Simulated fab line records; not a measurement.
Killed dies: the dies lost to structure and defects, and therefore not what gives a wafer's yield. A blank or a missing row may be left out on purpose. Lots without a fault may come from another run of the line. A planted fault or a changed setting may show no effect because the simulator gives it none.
The tool behind it: which one?    flow nand harc    13 lots, 39 wafers sampled, at 5 steps of a route of 1159

== WHAT THE GAUGES SHOWED, per wafer ==
NHARC_A_CHANNEL_HOLE_D1_INSPECT_40. Usual: raw defect count 61, standard deviation 16.
lot   measured      on                 raw defect count  flag
L186  day 8 12:23   defect inspect-01  59 62 60          
L188  day 9 03:23   defect inspect-01  59 57 66          
L189  day 9 09:08   defect inspect-02  76 61 66          
L193  day 10 15:08  defect inspect-01  53 57 58          
L194  day 10 15:33  defect inspect-01  38 75 79          
L195  day 10 19:19  defect inspect-02  69 75 54          
L199  day 11 17:17  defect inspect-02  83 70 54          
L198  day 11 17:51  defect inspect-02  67 44 66          
L197  day 11 21:25  defect inspect-01  49 50 50          
L200  day 11 21:42  defect inspect-02  61 79 76          
L201  day 12 11:23  defect inspect-02  81 98 99          
L203  day 12 15:01  defect inspect-02  101 44 72         
L205  day 13 03:32  defect inspect-01  58 59 53          

NHARC_END_SORT_01. Usual: killed at array 28, standard deviation 10; killed at other 0.6, standard deviation 1.1; killed at periphery 3.6, standard deviation 2.6; killed dies 32, standard deviation 10; killed open 3.3, standard deviation 1.8; killed short 1.9, standard deviation 1.4.
lot   measured      on         killed at array  killed at other  killed at periphery  killed dies  killed open  killed short  flag
L186  day 18 20:38  prober-02  31 34 27         1 0 0            4 2 4                36 36 31     5 0 4        0 4 2         
L205  day 24 03:51  prober-01  55 40 44         2 0 0            1 0 1                58 40 45     6 3 5        5 1 0         

== WHAT TOOL EACH LOT RAN ON (gives the tool, then ch and the chambers of the sampled wafers, and finally the start) ==
lot   NHARC_A_CHANNEL_HOLE_D1_ETCH_23   NHARC_A_CHANNEL_HOLE_D1_ETCH_33   NHARC_A_CHANNEL_FILL_D1_ALD_14
L186  har etch-01 ch 0,1, day 8 08:15   har etch-01 ch 0,1, day 8 10:42   ald hk-01 ch 0,2,3, day 8 18:58
L188  har etch-01 ch 0,1, day 8 23:28   har etch-01 ch 0,1, day 9 01:44   ald hk-01 ch 0,1,3, day 9 11:32
L189  har etch-01 ch 0,1, day 9 04:58   har etch-01 ch 0,1, day 9 07:26   ald hk-04 ch 2,3, day 9 14:52
L193  har etch-01 ch 1, day 10 10:57    har etch-01 ch 1, day 10 13:26    ald hk-01 ch 0,2,3, day 10 22:48
L194  har etch-02 ch 0, day 10 11:12    har etch-02 ch 0, day 10 13:40    ald hk-01 ch 0,1,2, day 10 22:59
L195  har etch-01 ch 0,1, day 10 15:01  har etch-01 ch 0,1, day 10 17:34  ald hk-01 ch 0,2,3, day 11 04:47
L199  har etch-02 ch 1, day 11 12:58    har etch-02 ch 1, day 11 15:31    ald hk-04 ch 1,2,3, day 12 00:32
L198  har etch-01 ch 0,1, day 11 13:16  har etch-01 ch 0,1, day 11 15:48  ald hk-03 ch 0,2,3, day 12 00:32
L197  har etch-02 ch 0,1, day 11 17:08  har etch-02 ch 0,1, day 11 19:41  ald hk-04 ch 1,2,3, day 12 10:17
L200  har etch-01 ch 0,1, day 11 17:26  har etch-01 ch 0,1, day 11 19:59  ald hk-04 ch 1,2, day 12 10:40
L201  har etch-01 ch 0,1, day 12 07:00  har etch-01 ch 0,1, day 12 09:28  ald hk-04 ch 0,1,2, day 12 20:51
L203  har etch-02 ch 0,1, day 12 10:59  har etch-02 ch 0,1, day 12 13:21  ald hk-01 ch 2,3, day 12 20:49
L205  har etch-01 ch 0,1, day 12 23:12  har etch-01 ch 0,1, day 13 01:40  ald hk-04 ch 0,2,3, day 13 10:46
- NHARC_A_CHANNEL_HOLE_D1_ETCH_23: etches the open film in C4F8/O2/Ar, time 819 s, target depth 1600 nm.
- NHARC_A_CHANNEL_HOLE_D1_ETCH_33: etches the open film in C4F8/O2/Ar, time 90 s, target depth 400 nm.
- NHARC_A_CHANNEL_FILL_D1_ALD_14: deposits SiO2, target thk 2.5 nm, pulse time 10 s, ald cycles 25.

== AS READ BY THE TOOLS THEMSELVES (means over the sampled wafers that have a number; for cases with no such wafer, the mark the record gives instead) ==
NHARC_A_CHANNEL_HOLE_D1_ETCH_23. Usual: drypump motor current A 5.9 A, standard deviation 0.37; showerhead plenum p Torr 3.68 Torr, standard deviation 0.15; throttle valve pct 32.154 %, standard deviation 0.0096.
lot   tool         drypump motor current A (A)  showerhead plenum p Torr (Torr)  throttle valve pct (%)  flag
L186  har etch-01  6.0                          3.73                             32.161                  
L188  har etch-01  6.0                          3.73                             32.154                  
L189  har etch-01  6.3                          3.64                             32.156                  
L193  har etch-01  6.6                          3.55                             32.154                  
L194  har etch-02  5.9                          3.52                             32.146                  
L195  har etch-01  6.3                          3.64                             32.153                  
L199  har etch-02  5.6                          3.86                             32.151                  
L198  har etch-01  6.3                          3.63                             32.156                  
L197  har etch-02  5.7                          3.74                             32.147                  
L200  har etch-01  6.3                          3.63                             32.155                  
L201  har etch-01  6.0                          3.71                             32.154                  
L203  har etch-02  5.8                          3.62                             32.147                  
L205  har etch-01  6.0                          3.70                             32.146                  

NHARC_A_CHANNEL_HOLE_D1_ETCH_33. Usual: drypump motor current A 5.9 A, standard deviation 0.37; showerhead plenum p Torr 3.72 Torr, standard deviation 0.16; throttle valve pct 27.619 %, standard deviation 0.0088.
lot   tool         drypump motor current A (A)  showerhead plenum p Torr (Torr)  throttle valve pct (%)  flag
L186  har etch-01  6.0                          3.77                             27.617                  
L188  har etch-01  6.0                          3.77                             27.627                  
L189  har etch-01  6.3                          3.68                             27.617                  
L193  har etch-01  6.6                          3.58                             27.615                  
L194  har etch-02  5.9                          3.56                             27.616                  
L195  har etch-01  6.2                          3.67                             27.619                  
L199  har etch-02  5.6                          3.90                             27.614                  
L198  har etch-01  6.2                          3.66                             27.616                  
L197  har etch-02  5.7                          3.78                             27.623                  
L200  har etch-01  6.2                          3.66                             27.616                  
L201  har etch-01  6.1                          3.75                             27.610                  
L203  har etch-02  5.8                          3.66                             27.617                  
L205  har etch-01  6.0                          3.75                             27.619                  

NHARC_A_CHANNEL_FILL_D1_ALD_14. Usual: heater power w 462 W, standard deviation 41; precursor pulse height rel 1.001, standard deviation 0.019.
lot   tool       heater power w (W)  precursor pulse height rel  flag
L186  ald hk-01  475                 0.998                       
L188  ald hk-01  446                 1.011                       
L189  ald hk-04  402                 0.986                       
L193  ald hk-01  461                 0.997                       
L194  ald hk-01  466                 0.994                       
L195  ald hk-01  466                 1.002                       
L199  ald hk-04  439                 1.001                       
L198  ald hk-03  459                 0.980                       
L197  ald hk-04  443                 1.006                       
L200  ald hk-04  467                 0.991                       
L201  ald hk-04  487                 0.983                       
L203  ald hk-01  479                 1.007                       
L205  ald hk-04  453                 1.003                       

== THE ANSWER, worked out from the rows above alone ==
Rule: lot off if the mean of its wafers having a number is beyond 3 standard deviations from the usual mean. Also off: a lot with no number at a reading for which 4 or more lots have one. Any other lot the step has rows for is counted as sound. The gauges are gone through in route order, then the tools' own readings, and for those a lot's mean is taken as printed above. The first step at which some lot is off is used, and at that step the reading that is off furthest; a lot without a number counts as furthest.
No lot is off at any reading shown: from this, nothing can be told.

== WHAT THE SIMULATOR HAD PUT IN ==
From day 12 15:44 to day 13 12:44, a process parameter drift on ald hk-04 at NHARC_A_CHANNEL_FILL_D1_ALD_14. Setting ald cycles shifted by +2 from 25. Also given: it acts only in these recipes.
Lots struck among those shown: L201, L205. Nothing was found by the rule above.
